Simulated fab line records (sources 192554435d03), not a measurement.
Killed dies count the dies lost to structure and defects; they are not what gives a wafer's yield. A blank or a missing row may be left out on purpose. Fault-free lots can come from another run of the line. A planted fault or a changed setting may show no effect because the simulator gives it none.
Chamber matching    flow n5-finfet    N5_BEOL_M11_ALD_74 on ald-metal-04 has 4 sister chambers
The step deposits TaN, target thk 2 nm, pulse time 2 s, purge time 3 s. 24 wafers are shown with their chamber, then 12 later ones without.

WAFERS WITH THEIR CHAMBER
wafer   chamber  heater-power-w (W)  susceptor-temp-C (C)  precursor-vessel-temp-c (C)
L074.1  1        520                 274.83                75.10
L074.3  2        416                 275.25                74.94
L074.5  1        496                 274.93                75.10
L077.2  3        375                 274.92                75.01
L077.5  3        373                 275.05                75.16
L077.6  2        401                 274.91                75.04
L075.2  0        338                 274.99                74.88
L075.3  3        384                 274.77                74.77
L075.6  3        373                 274.76                75.15
L080.1  2        416                 274.47                74.95
L080.3  0        338                 274.84                75.01
L080.5  2        411                 274.80                74.85
L082.2  2        423                 275.03                75.08
L082.3  0        346                 274.96                75.00
L082.5  0        342                 274.93                75.03
L085.2  2        407                 274.83                74.97
L085.3  1        507                 275.29                74.88
L085.4  0        332                 275.08                75.13
L084.2  0        335                 274.84                75.10
L084.4  1        513                 274.92                74.96
L084.5  0        345                 274.90                74.85
L086.2  2        418                 275.22                75.19
L086.3  3        370                 274.89                75.17
L086.4  0        338                 275.12                74.98

SIGNATURES, as means of the wafers listed above
reading                  chamber 0  chamber 1  chamber 2  chamber 3  scatter within a chamber
heater-power-w           339.25     509.00     413.14     375.00     6.75
susceptor-temp-C         274.9575   274.9925   274.9300   274.8780   0.186
precursor-vessel-temp-c  74.9975    75.0100    75.0029    75.0520    0.121
Rule: a wafer's distance from a chamber is the root of the sum, over the readings, of the square of ((its reading less the chamber's mean) divided by the reading's scatter). The wafer belongs to the nearest chamber; if the next one is less than 2 further off, it can't be placed. The scatter: take each reading less its chamber's mean, square it, sum over the shown wafers, divide by the number of wafers less the number of chambers, and take the root.

WAFERS WHOSE CHAMBER IS MISSING
wafer   heater-power-w (W)  susceptor-temp-C (C)  precursor-vessel-temp-c (C)
L087.1  523                 274.84                74.76
L087.4  413                 274.90                75.09
L087.6  334                 275.13                74.99
L093.3  509                 275.03                75.05
L093.4  410                 274.99                74.68
L093.5  374                 274.74                75.13
L091.1  339                 274.71                75.11
L091.3  383                 274.94                75.21
L091.6  382                 274.93                74.95
L096.2  382                 274.74                74.86
L096.3  517                 274.85                75.04
L096.6  387                 275.02                74.80

CHAMBER TAKEN BY EACH
wafer   from the rows above      in truth
L087.1  1                        1
L087.4  2                        2
L087.6  0                        0
L093.3  1                        1
L093.4  2                        2
L093.5  3                        3
L091.1  0                        0
L091.3  3                        3
L091.6  3                        3
L096.2  3                        3
L096.3  1                        1
L096.6  can't be placed: 3 or 2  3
Correct placement for 11 of the 12. From these rows, 1 cannot be placed; in 1 the true chamber is one of the candidates. Number placed wrongly: 0.
